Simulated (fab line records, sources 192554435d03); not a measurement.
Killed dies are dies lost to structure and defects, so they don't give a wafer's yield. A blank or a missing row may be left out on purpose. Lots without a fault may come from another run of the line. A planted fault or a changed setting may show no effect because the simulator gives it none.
Chamber matching | flow n5_finfet | N5_SD_EPI_P_ETCH_16 on rie_diel-06: 3 sister chambers
The step etches SiO2 in CHF3/O2, target depth 5 nm. 6 wafers are shown with their chamber, then 5 later ones without.

WAFERS WITH THEIR CHAMBER
wafer  | chamber | showerhead_plenum_p_Torr (Torr) | drypump_motor_current_A (A)
L076.4 | 2       | 2.36                            | 6.0
L079.1 | 3       | 2.32                            | 5.5
L079.5 | 3       | 2.31                            | 5.5
L080.2 | 2       | 2.36                            | 5.9
L087.1 | 1       | 2.41                            | 5.3
L087.3 | 1       | 2.41                            | 5.3

WAFERS WITHOUT THEIR CHAMBER
wafer  | showerhead_plenum_p_Torr (Torr) | drypump_motor_current_A (A)
L087.5 | 2.41                            | 5.3
L091.3 | 2.35                            | 6.0
L091.4 | 2.31                            | 5.5
L094.1 | 2.30                            | 5.5
L094.2 | 2.35                            | 6.0

WHICH CHAMBER EACH WENT THROUGH
wafer  | from the rows above | in truth
L087.5 | 1                   | 1
L091.3 | 2                   | 2
L091.4 | 3                   | 3
L094.1 | 3                   | 3
L094.2 | 2                   | 2
Placed correctly: 5 of 5. Can't be placed from these rows: 0. Placed wrongly: 0.
How it was worked out, from the rows above alone: a wafer's distance from a chamber is the root of the sum, over the readings, of the square of ((its reading less the chamber's mean) divided by the reading's scatter). The wafer belongs to the nearest chamber; if the next one is less than 2 further off, it can't be placed. A chamber's mean is the mean of its shown wafers. The scatter: the root of (the sum of the squares of (reading less its chamber's mean) over the shown wafers, divided by (wafers less chambers)).
